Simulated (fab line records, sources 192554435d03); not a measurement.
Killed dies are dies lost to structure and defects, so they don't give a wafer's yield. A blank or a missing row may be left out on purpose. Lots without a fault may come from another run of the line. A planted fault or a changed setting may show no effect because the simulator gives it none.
Split-lot experiment | flow n5_finfet | 7 lots, 21 wafers read, on a route of 1938 steps

THE SPLIT
At N5_BEOL_M4_TRENCH_ETCH_37 (etches SiOC in C4F6/O2, target depth 55.555 nm, time 29.2 s), the setting time_s was moved away from the recipe's 29.2 s on 9 of the 21 wafers read, by -16.4% to -7.9%. The other wafers ran this setting at the recipe's value.

FROM THE SPLIT TO THE READING: what the file shows between them, 13 steps
- N5_BEOL_M4_ETCH_41: etches SiCN in CH3F/O2, target depth 29.9 nm, time 52.5 s
- N5_BEOL_M4_STRIP_97: strips in N2/H2, time 10 s
- N5_BEOL_M4_OCD_MEAS_38
- N5_BEOL_M4_HM_STRIP_39: strips TiN in peroxide tin strip, target depth 25 nm, time 158 s
- N5_BEOL_M4_SRD_40: time 30 s
- N5_BEOL_M4_ECD_50: material Cu, target thk 300 nm
- N5_BEOL_M4_ANNEAL_51: time 90 s
- N5_BEOL_M4_CMP_52: polishes, stops on SiOC, t overpolish 6.8 s, target thk 40 nm
- N5_BEOL_M4_THK_MEAS_53: measures by xrf
- N5_BEOL_M4_PRE_CLEAN_60: time 15 s
- N5_BEOL_M4_CO_CAP_55: material Co, precursor CCTBA/H2, target thk 2 nm, time 102.1 s
- N5_BEOL_M4_PRE_CLEAN_56: time 15 s
- N5_BEOL_M4_DEP_57: deposits SiCN from 3MS/NH3, target thk 8 nm, time 14 s

THE READING
M4_RS, in ohm/sq, at N5_BEOL_M4_RS_MEAS_58 (measures by four-point-probe). Fault-free wafers of this fab line usually give 0.67 ohm/sq, standard deviation 0.031 ohm/sq.

wafer  | tool, chamber at the split | time_s as run, s | against the recipe | M4_RS, ohm/sq | against lot-mates on the recipe
L075.3 | rie_diel-04, 2             | 24.42            | -16.4%             | 1.03          | +0.40
L075.4 | rie_diel-04, 3             | 29.2             | recipe             | 0.63          | -
L075.5 | rie_diel-04, 3             | 24.42            | -16.4%             | 0.94          | +0.31
L076.1 | rie_diel-03, 2             | 29.2             | recipe             | 0.68          | -
L076.4 | rie_diel-03, 3             | 29.2             | recipe             | 0.70          | -
L076.6 | rie_diel-03, 0             | 29.2             | recipe             | 0.72          | -
L077.2 | rie_diel-03, 3             | 25.19            | -13.7%             | 0.86          | no lot-mate on the recipe
L077.3 | rie_diel-03, 2             | 25.19            | -13.7%             | 0.92          | no lot-mate on the recipe
L077.6 | rie_diel-03, 1             | 25.19            | -13.7%             | 0.89          | no lot-mate on the recipe
L078.1 | rie_diel-05, 1             | 29.2             | recipe             | 0.67          | -
L078.3 | rie_diel-05, 2             | 29.2             | recipe             | 0.69          | -
L078.5 | rie_diel-05, 1             | 29.2             | recipe             | 0.71          | -
L082.1 | rie_diel-04, 2             | 26.68            | -8.6%              | 0.87          | +0.17
L082.3 | rie_diel-04, 3             | 26.68            | -8.6%              | 0.78          | +0.08
L082.5 | rie_diel-04, 2             | 29.2             | recipe             | 0.70          | -
L089.2 | rie_diel-05, 0             | 29.2             | recipe             | 0.66          | -
L089.4 | rie_diel-05, 0             | 29.2             | recipe             | 0.62          | -
L089.6 | rie_diel-05, 1             | 29.2             | recipe             | 0.69          | -
L090.2 | rie_diel-05, 3             | 26.89            | -7.9%              | 0.73          | +0.03
L090.5 | rie_diel-05, 1             | 29.2             | recipe             | 0.70          | -
L090.6 | rie_diel-05, 0             | 26.89            | -7.9%              | 0.75          | +0.05

THE FIT
A straight line over all 21 wafers: M4_RS changes by -0.0164 ohm/sq for each +1% of time_s; r = -0.93; the points scatter about the line by 0.042 ohm/sq.
The same after taking each lot's own level away (the mean of its wafers on the recipe; 18 wafers): -0.0186 ohm/sq for each +1%; r = -0.91; scatter 0.051 ohm/sq.
On that fit, the largest move of time_s shifts the reading by 0.31 ohm/sq.
The lots' own levels span 0.630 to 0.700 ohm/sq, that is 2.3 times the standard deviation above.
So the lot-to-lot level changes the slope: the two fits differ.
Check: with one of the wafers moved furthest among these (-16.4%) left out of the fit, the line predicts +0.241 ohm/sq for it against its lot-mates. It came out at +0.4 ohm/sq against them.

THE WHOLE CHAIN: every reading that the file lists as answering this split, in the file's order
step                      | what it does                                                  | reading                                                                      | change (the file's fit)               | r (the file's)
N5_BEOL_M4_TRENCH_ETCH_37 | etches SiOC in C4F6/O2, target depth 55.555 nm, time 29.2 s   | etch.depth_nm (the simulator's own value, which no gauge read)               | +0.543 nm for each +1% of the setting | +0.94
N5_BEOL_M4_TRENCH_ETCH_37 | etches SiOC in C4F6/O2, target depth 55.555 nm, time 29.2 s   | BEOL_M4.feature_depth_nm (the simulator's own value, which no gauge read)    | +0.544 nm for each +1% of the setting | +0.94
N5_BEOL_M4_OCD_MEAS_38    |                                                               | trench_depth_nm                                                              | +0.542 nm for each +1% of the setting | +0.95
N5_BEOL_M4_CMP_52         | polishes, stops on SiOC, t overpolish 6.8 s, target thk 40 nm | Cu_of_BEOL_M4_ECD_50.thk_nm (the simulator's own value, which no gauge read) | +0.629 nm for each +1% of the setting | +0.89
N5_BEOL_M4_THK_MEAS_53    | measures by xrf                                               | M4_THK                                                                       | +0.64 for each +1% of the setting     | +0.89
N5_BEOL_M4_RS_MEAS_58     | measures by four-point-probe                                  | M4_RS                                                                        | -0.0179 for each +1% of the setting   | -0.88

THE FILE'S OWN FIT
M4_RS changes by -0.0179 ohm/sq for each +1% of time_s, r = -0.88.
